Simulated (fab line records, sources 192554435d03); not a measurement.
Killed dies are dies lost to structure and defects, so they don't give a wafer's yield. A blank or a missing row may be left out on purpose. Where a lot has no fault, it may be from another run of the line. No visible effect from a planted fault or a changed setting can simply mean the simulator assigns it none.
fab line records	flow n5-finfet
record: lots: 7	wafers: 21
route steps=1938 shown MIM_BOT_ETCH@1866 PASSIVATION@1915
start-h: hours from the record's first day to the start of the lot's first wafer shown	wait-h: how many hours have passed since the lot's step before this one	" unchanged from the row above	L1.1+2: a row that stands for several wafers	- no value, or no start was given	* or withheld: withheld	< > ~ a bound
route shown NAME@n: names a module that has steps shown in the file, with the first one's number in the route	usual: mean/standard deviation of fault-free wafers	same: alike in all rows	chamber/n: place in a boat	sites: per-site readings	_std_site: standard deviation of those values	_edge_site: inner sites' mean taken away from outer sites' mean	radius-mm: how far each site lies from the wafer's centre	mask NAME#n: copy n	behind: tool/chamber where the wafer was last shaped	hold: why the lot was held/for how many hours/how that ended	device: names the non-switching transistor (n, p or np)	end of line: the route-end tests of the same wafers	step lacking rows: just its recipe	killed: the dies lost at the first sort to structure and to defects; this is not the yield of the wafer	map: a wafer's dies, x killed, . not, _ none there
set.NAME: the setting the step ran with; set.NAME@STEP: the setting that earlier step ran with	model.NAME: the simulator's own value behind a step, which no gauge read
lots whose settings were changed on purpose; a table a step, a row a wafer
== steps ==
step: N5_MIM_BOT_ETCH_ETCH_04
recipe: chemistry: CF4/O2	target: SiNx	target-depth-a: 260	time-s: 13	ion-energy-ev: 100	pressure-mtorr: 40	source-w: 535	bias-w: 49	Ar_flow_sccm: 100	cf4-flow-sccm: 100	O2_flow_sccm: 10
lot.wafer	tool	chamber	start-h	wait-h	set.time-s	model.etch.depth-nm
L079.1	rie-diel-04	1	299.05	0.0	14.2	28.94
L079.5	"	2	"	"	13	26.27
L079.6	"	1	"	"	14.2	29.05
L084.4	rie-diel-02	3	352.83	0.0	13	25.84
L084.5	"	0	"	"	13	27.01
L084.6	"	1	"	"	13	26.16
L089.1	rie-diel-05	3	380.75	0.0	13	26.52
L089.3	"	0	"	"	15.04	29.94
L089.6	"	3	"	"	15.04	30.15
L087.2	rie-diel-04	1	381.40	0.0	13	26.4
L087.4	"	2	"	"	10.83	21.59
L087.5	"	1	"	"	10.83	21.98
L091.3	rie-diel-05	0	399.10	0.0	13	25.71
L091.4	"	3	"	"	11.93	23.85
L091.6	"	3	"	"	13	26.01
L093.3	rie-diel-05	2	405.78	0.0	11.6	23.14
L093.5	"	0	"	"	11.6	22.79
L093.6	"	1	"	"	13	25.38
L092.2	rie-diel-04	3	410.94	0.0	13	26.58
L092.4	"	1	"	"	13	26.52
L092.6	"	2	"	"	13	26.2
step: N5_PASSIVATION_PECVD_53
recipe: material: SiO2	target-thk-a: 8000	temp-c: 400	precursor: TEOS/O2	pressure-torr: 6.5	rf-w: withheld	teos-flow-sccm: withheld	gas: O2	flow-sccm: 2650	time-s: 169.4
lot.wafer	tool	chamber	start-h	wait-h	set.time-s	model.SiO2_of_PASSIVATION_PECVD_53.thk-nm
L079.1	pecvd-03	1	303.49	0.0	169.4	813.4
L079.5	"	1	"	"	169.4	826.8
L079.6	"	0	"	"	169.4	808
L084.4	pecvd-04	2	357.30	0.1	193.4	919.4
L084.5	"	0	"	"	193.4	923
L084.6	"	1	"	"	169.4	801.8
L089.1	pecvd-04	1	386.52	0.0	193.2	900.8
L089.3	"	2	"	"	169.4	804.2
L089.6	"	2	"	"	169.4	814.2
L087.2	pecvd-01	0	386.99	0.0	169.4	793.6
L087.4	"	2	"	"	169.4	803
L087.5	"	2	"	"	145.3	691
L091.3	pecvd-03	1	405.76	0.0	185.4	881.6
L091.4	"	2	"	"	169.4	793
L091.6	"	1	"	"	169.4	817.6
L093.3+5	pecvd-03	1,2	411.01	0.0	144.4	697.2
L093.6	"	1	"	"	169.4	823
L092.2	pecvd-01	0	418.82	0.0	169.4	797
L092.4	"	1	"	"	169.4	811.6
L092.6	"	0	"	"	169.4	813
step: N5_PASSIVATION_PECVD_35
recipe: material: SiNx	target-thk-a: 7000	temp-c: 400	precursor: SiH4/NH3/N2	pressure-torr: 4.9	rf-w: 1406	time-s: 151.3
step: N5_PASSIVATION_HMDS_37
recipe: time-s: 60	temp-c: 120
step: N5_PASSIVATION_SRD_72
recipe: dry: ipa-marangoni	time-s: 30	temp-c: 23	rinse-liquid: diw
step: N5_PASSIVATION_ANNEAL_56
recipe: temp-c: 400	time-s: 1800	ambient: FGA	idle-temp-c: 300	ramp-up-c-per-min: 5	ramp-down-c-per-min: 3
step: N5_PASSIVATION_PROBE_49
usual: defect-limited-yield: 91.0/1.5	killed_at_M0_to_M3: 37/12	killed_at_M4_up: 13/5	killed-at-contacts: 13/6.1	killed-at-front-end: 39/11	killed-at-other: 4/3.2	killed-dies: 106/17	killed-open: 69/12	killed-short: 35/7.9	sort_bin_5_function: 5.3/1	sort_bin_6_memory: 3.3/0.68	sort-n-pass: 1074/17	sort-yield-pct: 91.0/1.5
same: gross-dies: 1180	killed-at-back-side: 0	sort_bin_4_leakage[%]: 0	sort_bin_8_speed[%]: 0
lot.wafer	tool	chamber	start-h	wait-h	set.time-s@PASSIVATION_PECVD_53	defect-limited-yield[%]	killed_at_M0_to_M3	killed_at_M4_up	killed-at-contacts	killed-at-front-end	killed-at-other	killed-dies	killed-open	killed-short	sort_bin_5_function[%]	sort_bin_6_memory[%]	sort-n-pass	sort-yield-pct[%]
L079.1	prober-01	-	307.37	0.0	169.4	91.2	40	13	10	31	10	104	65	32	5.7	2.7	1076	91.2
L079.5	prober-01	-	307.57	0.2	169.4	93.6	34	7	7	23	5	76	50	25	3.4	3.0	1104	93.6
L079.6	prober-01	-	307.62	0.3	169.4	90.6	35	21	9	33	13	111	72	38	5.5	3.6	1069	90.6
L084.4	prober-01	-	361.60	0.2	193.4	1.9	29	10	12	43	1064	1158	54	45	94.7	2.6	22	1.9
L084.5	prober-01	-	361.65	0.2	193.4	2.5	27	11	6	37	1069	1150	59	22	95.0	2.4	30	2.5
L084.6	prober-01	-	361.70	0.3	169.4	90.9	46	15	6	39	1	107	66	39	4.8	3.8	1073	90.9
L089.1	prober-01	-	390.37	0.0	193.2	2.5	55	16	8	45	1027	1151	78	53	93.2	3.6	29	2.5
L089.3	prober-01	-	390.47	0.1	169.4	90.4	43	10	8	41	11	113	70	38	6.2	3.3	1067	90.4
L089.6	prober-01	-	390.62	0.3	169.4	90.6	53	19	12	27	0	111	71	35	5.8	3.1	1069	90.6
L087.2	prober-02	-	390.82	0.1	169.4	88.5	63	18	10	43	2	136	98	38	7.0	4.3	1044	88.5
L087.4	prober-02	-	390.92	0.2	169.4	90.2	48	12	13	38	5	116	67	44	5.3	3.6	1064	90.2
L087.5	prober-02	-	390.97	0.2	145.3	91.3	48	8	9	38	0	103	72	31	4.3	4.2	1077	91.3
L091.3	prober-02	-	409.56	0.1	185.4	48.9	22	9	7	49	516	603	59	27	48.6	2.4	577	48.9
L091.4	prober-02	-	409.61	0.2	169.4	93.6	19	16	5	32	4	76	52	22	3.5	2.8	1104	93.6
L091.6	prober-02	-	409.71	0.3	169.4	92.0	35	17	5	29	8	94	57	36	4.2	3.4	1086	92.0
L093.3	prober-01	-	414.82	0.1	144.4	88.5	65	12	22	32	5	136	81	29	5.8	3.1	1044	88.5
L093.5	prober-01	-	414.92	0.2	144.4	87.2	71	10	30	40	0	151	86	35	5.5	4.2	1029	87.2
L093.6	prober-01	-	414.97	0.3	169.4	88.5	62	14	22	38	0	136	90	45	6.4	4.8	1044	88.5
L092.2	prober-02	-	422.67	0.1	169.4	94.9	26	8	9	17	0	60	37	23	2.7	2.0	1120	94.9
L092.4	prober-02	-	422.77	0.2	169.4	93.5	25	17	5	27	3	77	52	25	3.6	2.5	1103	93.5
L092.6	prober-02	-	422.87	0.3	169.4	92.5	19	12	12	45	0	88	62	25	5.2	2.2	1092	92.5
killed by level:class
L079.1 STI_FIN_REVEAL:geometric-particle:open=11 BEOL_M0_SAQP:geometric-particle:open=10 MOL_CONTACT_COAG:geometric-particle:open=9 BEOL_M0_SAQP:geometric-particle:short=7 BEOL_M1:geometric-particle:open=6 GATE_CUT:geometric-particle:short=5 BEOL_M3:geometric-particle:open=4 BEOL_M4:geometric-particle:open=4
L079.5 BEOL_M0_SAQP:geometric-particle:short=7 BEOL_M2:geometric-particle:open=6 MOL_CONTACT_COAG:geometric-particle:open=5 BEOL_M0_SAQP:geometric-particle:open=5 BEOL_M3:geometric-particle:open=5 FIN_SAQP:geometric-particle:open=4 STI_FIN_REVEAL:geometric-particle:open=4 GATE_CUT:geometric-particle:short=4
L079.6 BEOL_M0_SAQP:geometric-particle:open=15 STI_FIN_REVEAL:geometric-particle:open=10 BEOL_M0_SAQP:geometric-particle:short=7 MOL_CONTACT_COAG:geometric-particle:open=6 BEOL_M5:geometric-particle:open=6 BEOL_M4:geometric-particle:open=5 STI_FIN_REVEAL:geometric-particle:short=4 GATE_CUT:geometric-particle:short=4
L084.4 PASSIVATION:area-pecvd=1056 FIN_SAQP:geometric-particle:short=17 BEOL_M0_SAQP:geometric-particle:short=10 FIN_SAQP:geometric-particle:open=9 MOL_CONTACT_COAG:geometric-particle:open=9 BEOL_M0_SAQP:geometric-particle:open=6 STI_FIN_REVEAL:geometric-particle:open=5 BEOL_M1:geometric-particle:open=5
L084.5 PASSIVATION:area-pecvd=1068 BEOL_M0_SAQP:geometric-particle:open=13 FIN_SAQP:geometric-particle:open=7 FIN_SAQP:geometric-particle:short=7 STI_FIN_REVEAL:geometric-particle:open=7 BEOL_M3:geometric-particle:open=6 MOL_CONTACT_COAG:geometric-particle:open=6 GATE_CUT:geometric-particle:open=4
L084.6 BEOL_M0_SAQP:geometric-particle:short=13 FIN_SAQP:geometric-particle:open=10 FIN_SAQP:geometric-particle:short=10 BEOL_M0_SAQP:geometric-particle:open=9 BEOL_M3:geometric-particle:open=8 BEOL_M2:geometric-particle:open=6 GATE_CUT:geometric-particle:open=5 BEOL_M4:geometric-particle:open=5
L089.1 PASSIVATION:area-pecvd=1018 BEOL_M2:geometric-particle:open=14 FIN_SAQP:geometric-particle:open=13 BEOL_M0_SAQP:geometric-particle:short=13 FIN_SAQP:geometric-particle:short=10 BEOL_M0_SAQP:geometric-particle:open=9 BEOL_M3:geometric-particle:open=8 STI_FIN_REVEAL:geometric-particle:open=5
L089.3 FIN_SAQP:geometric-particle:open=12 FIN_SAQP:geometric-particle:short=11 BEOL_M0:geometric-particle:open=10 BEOL_M1:geometric-particle:open=8 MOL_CONTACT_COAG:geometric-particle:open=6 BEOL_M0_SAQP:geometric-particle:short=6 BEOL_M0_SAQP:geometric-particle:open=5 BEOL_M2:geometric-particle:open=5
L089.6 BEOL_M1:geometric-particle:open=15 BEOL_M0_SAQP:geometric-particle:short=10 FIN_SAQP:geometric-particle:open=8 MOL_CONTACT_COAG:geometric-particle:open=8 BEOL_M0_SAQP:geometric-particle:open=7 BEOL_M2:geometric-particle:open=7 BEOL_M4:geometric-particle:open=6 BEOL_M5:geometric-particle:open=6
L087.2 BEOL_M3:geometric-particle:open=19 BEOL_M1:geometric-particle:open=11 BEOL_M0_SAQP:geometric-particle:open=10 BEOL_M0_SAQP:geometric-particle:short=10 FIN_SAQP:geometric-particle:open=9 MOL_CONTACT_COAG:geometric-particle:open=8 BEOL_M2:geometric-particle:open=8 FIN_SAQP:geometric-particle:short=7
L087.4 BEOL_M3:geometric-particle:open=12 FIN_SAQP:geometric-particle:short=10 MOL_CONTACT_COAG:geometric-particle:open=9 BEOL_M0_SAQP:geometric-particle:open=9 BEOL_M2:geometric-particle:open=7 STI_FIN_REVEAL:geometric-particle:open=6 BEOL_M0_SAQP:geometric-particle:short=6 FIN_SAQP:geometric-particle:open=5
L087.5 BEOL_M2:geometric-particle:open=15 BEOL_M3:geometric-particle:open=15 FIN_SAQP:geometric-particle:open=11 BEOL_M0_SAQP:geometric-particle:short=9 MOL_CONTACT_COAG:geometric-particle:open=8 FIN_SAQP:geometric-particle:short=5 BEOL_M5:geometric-particle:open=5 STI_FIN_REVEAL:geometric-particle:short=4
L091.3 PASSIVATION:area-pecvd=514 STI_FIN_REVEAL:geometric-particle:open=10 FIN_SAQP:geometric-particle:open=8 DUMMY_GATE:geometric-particle:open=7 BEOL_M2:geometric-particle:open=7 ILD0:geometric-particle:short=5 MOL_CONTACT_COAG:geometric-particle:open=5 BEOL_M2:geometric-particle:short=4
L091.4 BEOL_M4:geometric-particle:open=12 STI_FIN_REVEAL:geometric-particle:open=10 BEOL_M2:geometric-particle:open=7 BEOL_M0_SAQP:geometric-particle:open=6 FIN_SAQP:geometric-particle:short=5 STARTING-WAFER:geometric-particle:short=4 MOL_CONTACT_COAG:geometric-particle:open=4 BEOL_M0_SAQP:geometric-particle:short=3
L091.6 BEOL_M4:geometric-particle:open=11 BEOL_M2:geometric-particle:open=10 FIN_SAQP:geometric-particle:short=7 BEOL_M0_SAQP:geometric-particle:short=7 MOL_CONTACT_COAG:geometric-particle:open=5 BEOL_M1:geometric-particle:short=4 BEOL_M1:geometric-particle:open=4 BEOL_M3:geometric-particle:open=4
L093.3 BEOL_M0_SAQP:area-peb=25 MOL_CONTACT_COAG:geometric-particle:open=19 BEOL_M3:geometric-particle:open=11 BEOL_M2:geometric-particle:open=10 BEOL_M0_SAQP:geometric-particle:open=9 BEOL_M0_SAQP:geometric-particle:short=8 FIN_SAQP:geometric-particle:open=7 STI_FIN_REVEAL:geometric-particle:open=5
L093.5 BEOL_M0_SAQP:area-peb=28 MOL_CONTACT_COAG:geometric-particle:open=22 BEOL_M2:geometric-particle:open=17 STI_FIN_REVEAL:geometric-particle:open=8 MOL_CONTACT_COAG:geometric-particle:short=8 BEOL_M4:geometric-particle:open=8 BEOL_M3:geometric-particle:open=8 FIN_SAQP:geometric-particle:short=6
L093.6 BEOL_M0_SAQP:geometric-particle:short=18 BEOL_M0_SAQP:geometric-particle:open=17 MOL_CONTACT_COAG:geometric-particle:open=16 STI_FIN_REVEAL:geometric-particle:open=12 FIN_SAQP:geometric-particle:short=8 BEOL_M2:geometric-particle:open=8 BEOL_M3:geometric-particle:open=8 BEOL_M1:geometric-particle:open=7
L092.2 BEOL_M0_SAQP:geometric-particle:open=8 BEOL_M0_SAQP:geometric-particle:short=7 FIN_SAQP:geometric-particle:short=5 MOL_CONTACT_COAG:geometric-particle:open=5 MOL_CONTACT_COAG:geometric-particle:short=4 BEOL_M3:geometric-particle:open=4 STI_FIN_REVEAL:geometric-particle:open=3 GATE_CUT:geometric-particle:short=3
L092.4 BEOL_M3:geometric-particle:open=8 FIN_SAQP:geometric-particle:open=6 STARTING-WAFER:geometric-particle:short=6 STI_FIN_REVEAL:geometric-particle:open=5 MOL_CONTACT_COAG:geometric-particle:open=5 BEOL_M5:geometric-particle:open=4 BEOL_M0_SAQP:geometric-particle:open=3 BEOL_M0_SAQP:geometric-particle:short=3
L092.6 STI_FIN_REVEAL:geometric-particle:open=14 MOL_CONTACT_COAG:geometric-particle:open=9 FIN_SAQP:geometric-particle:short=8 BEOL_M3:geometric-particle:open=8 FIN_SAQP:geometric-particle:open=6 STARTING-WAFER:geometric-particle:open=5 BEOL_M4:geometric-particle:open=4 STARTING-WAFER:geometric-particle:short=4
== key ==
split: step: N5_MIM_BOT_ETCH_ETCH_04	setting: time-s	stated: 13	by: wafer
response: step: N5_MIM_BOT_ETCH_ETCH_04	reading: model.etch.depth-nm	change: +0.252	per: 1%	r: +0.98
split: step: N5_PASSIVATION_PECVD_53	setting: time-s	stated: 169.4	by: wafer
response: step: N5_PASSIVATION_PECVD_53	reading: model.SiO2_of_PASSIVATION_PECVD_53.thk-nm	change: +7.8	per: 1%	r: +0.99
response: step: N5_PASSIVATION_PROBE_49	reading: defect-limited-yield	shape: bent	at-lowest: 87.8	at-stated: 91.5	at-highest: 2.2
response: step: N5_PASSIVATION_PROBE_49	reading: killed-at-other	shape: bent	at-lowest: 2	at-stated: 4	at-highest: 1066
response: step: N5_PASSIVATION_PROBE_49	reading: killed-dies	shape: bent	at-lowest: 144	at-stated: 100	at-highest: 1154
response: step: N5_PASSIVATION_PROBE_49	reading: sort_bin_5_function	shape: bent	at-lowest: 5.7	at-stated: 5.0	at-highest: 94.9
response: step: N5_PASSIVATION_PROBE_49	reading: sort-n-pass	shape: bent	at-lowest: 1036	at-stated: 1080	at-highest: 26
response: step: N5_PASSIVATION_PROBE_49	reading: sort-yield-pct	shape: bent	at-lowest: 87.8	at-stated: 91.5	at-highest: 2.2
